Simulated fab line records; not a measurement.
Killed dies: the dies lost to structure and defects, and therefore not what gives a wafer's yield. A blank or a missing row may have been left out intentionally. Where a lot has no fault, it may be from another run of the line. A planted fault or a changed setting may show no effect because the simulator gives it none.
The same fault as seen by 3 desks / flow nandHarc / each desk has only its own numbers; what lay behind them comes last

== AT THE TOOL OWNER'S DESK: aldHk-01 ==
The tool's own readings at NHARC_A_WL_FILL_ALD_00 (deposits Al2O3, target thk 3 nm, pulse time 3 s, ald cycles 30): means of the sampled wafers that have a number, for each lot that ran on this tool. A lot is out of limits, marked OUT, if its mean lies more than 4 standard deviations from the usual mean; the brackets give that distance.
Columns: A = heaterPowerW at NHARC_A_WL_FILL_ALD_00, usual 488 W; B = precursorPulseHeightRel at NHARC_A_WL_FILL_ALD_00, usual 0.999
lot=L178; first seen here=day 20 05:13; A=499; B=1.001
lot=L179; first seen here=day 20 16:10; A=458; B=0.997
lot=L182; first seen here=day 21 18:46; A=492; B=1.012
lot=L184; first seen here=day 23 18:20; A=491; B=0.991
lot=L187; first seen here=day 24 01:12; A=463; B=0.978
lot=L189; first seen here=day 24 15:20; A=462; B=0.974
lot=L196; first seen here=day 27 11:13; A=473; B=1.005
lot=L197; first seen here=day 27 22:58; A=492; B=0.989
lot=L201; first seen here=day 29 10:27; A=484; B=1.004
This desk found nothing out of limits on any of the 9 lots.

== THE DEFECT DESK ==
Inspection counts along the route, by lot: the mean over sampled wafers that carry a number. A lot is out of limits, marked OUT, if its mean lies more than 4 standard deviations from the usual mean; the brackets give that distance.
Columns: A = rawDefectCount at NHARC_A_SIN_REMOVE_INSPECT_04, usual 364
lot=L178; first seen here=day 20 05:07; A=324
lot=L179; first seen here=day 20 16:06; A=452
lot=L182; first seen here=day 21 18:35; A=378
lot=L184; first seen here=day 23 16:52; A=340
lot=L186; first seen here=day 24 01:08; A=421
lot=L187; first seen here=day 24 01:08; A=371
lot=L189; first seen here=day 24 15:14; A=411
lot=L195; first seen here=day 27 07:20; A=301
lot=L196; first seen here=day 27 11:08; A=417
lot=L197; first seen here=day 27 22:53; A=256
lot=L199; first seen here=day 28 14:41; A=339
lot=L200; first seen here=day 29 10:21; A=325
lot=L201; first seen here=day 29 10:22; A=358
This desk found nothing out of limits on any of the 13 lots.

== METROLOGY DESK ==
What the gauges read for every lot (on any tool): the sampled wafers with a number, averaged. A lot is out of limits, marked OUT, if its mean lies more than 4 standard deviations from the usual mean; the brackets give that distance.
Columns: A = cdNm at NHARC_A_SLIT_CD_MEAS_21, usual 289.7 nm
lot=L178; first seen here=day 19 22:29; A=290.2
lot=L179; first seen here=day 20 09:31; A=288.7
lot=L182; first seen here=day 21 11:59; A=290.3
lot=L184; first seen here=day 23 10:14; A=289.3
lot=L186; first seen here=day 23 18:28; A=288.1
lot=L187; first seen here=day 23 18:34; A=289.7
lot=L189; first seen here=day 24 08:37; A=288.5
lot=L195; first seen here=day 27 00:47; A=289.5
lot=L196; first seen here=day 27 04:37; A=287.8
lot=L197; first seen here=day 27 16:18; A=290.1
lot=L199; first seen here=day 28 08:26; A=289.9
lot=L200; first seen here=day 29 03:43; A=289.5
lot=L201; first seen here=day 29 05:01; A=290.1
This desk found nothing out of limits on any of the 13 lots.

== BROUGHT TOGETHER ==
Nothing out of limits was seen by the tool owner's desk.
Nothing out of limits was seen by the defect desk.
The metrology desk saw nothing out of limits.

== WHAT THE SIMULATOR PUT IN ==
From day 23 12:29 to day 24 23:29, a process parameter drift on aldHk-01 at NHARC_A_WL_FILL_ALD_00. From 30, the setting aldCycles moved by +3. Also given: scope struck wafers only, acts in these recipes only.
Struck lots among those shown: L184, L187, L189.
